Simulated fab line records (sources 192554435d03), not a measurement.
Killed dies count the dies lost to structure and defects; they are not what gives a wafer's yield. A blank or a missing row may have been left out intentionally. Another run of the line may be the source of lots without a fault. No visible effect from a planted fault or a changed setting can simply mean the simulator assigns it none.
Chamber matching    flow n5_finfet    N5_MOL_CONTACT_COAG_ETCH_65 on rie_diel-04 has 4 sister chambers
The step etches underlayer in N2/H2, target depth 13 nm, time 10.4 s. 8 wafers are shown with their chamber, then 7 later ones without.

## EACH WAFER AND ITS CHAMBER
wafer   chamber  showerhead_plenum_p_Torr (Torr)  drypump_motor_current_A (A)
L075.6  0        2.57                             5.8
L077.5  2        2.59                             5.7
L078.6  1        2.44                             6.2
L086.2  1        2.43                             6.2
L086.4  3        2.43                             5.5
L086.6  2        2.58                             5.6
L092.1  0        2.56                             5.8
L092.3  3        2.42                             5.5

## WAFERS WITHOUT THEIR CHAMBER
wafer   showerhead_plenum_p_Torr (Torr)  drypump_motor_current_A (A)
L092.5  2.56                             5.8
L094.4  2.56                             5.8
L094.5  2.43                             6.2
L094.6  2.56                             5.8
L097.1  2.42                             6.1
L097.4  2.42                             5.5
L097.6  2.42                             6.1

## CHAMBER TAKEN BY EACH
wafer   from the rows above  in truth
L092.5  0                    0
L094.4  0                    0
L094.5  1                    1
L094.6  0                    0
L097.1  1                    1
L097.4  3                    3
L097.6  1                    1
7 of 7 placed correctly. From these rows, 0 cannot be placed. Number placed wrongly: 0.
How it was worked out, from the rows above alone: a wafer's distance from a chamber is the root of the sum, over the readings, of the square of ((its reading less the chamber's mean) divided by the reading's scatter). The wafer belongs to the nearest chamber; if the next one is less than 2 further off, it can't be placed. A chamber's mean is the mean of its shown wafers. How the scatter is found: for the shown wafers, subtract from each reading the mean of its chamber, square and add these, divide the total by (wafers less chambers), then take the root.
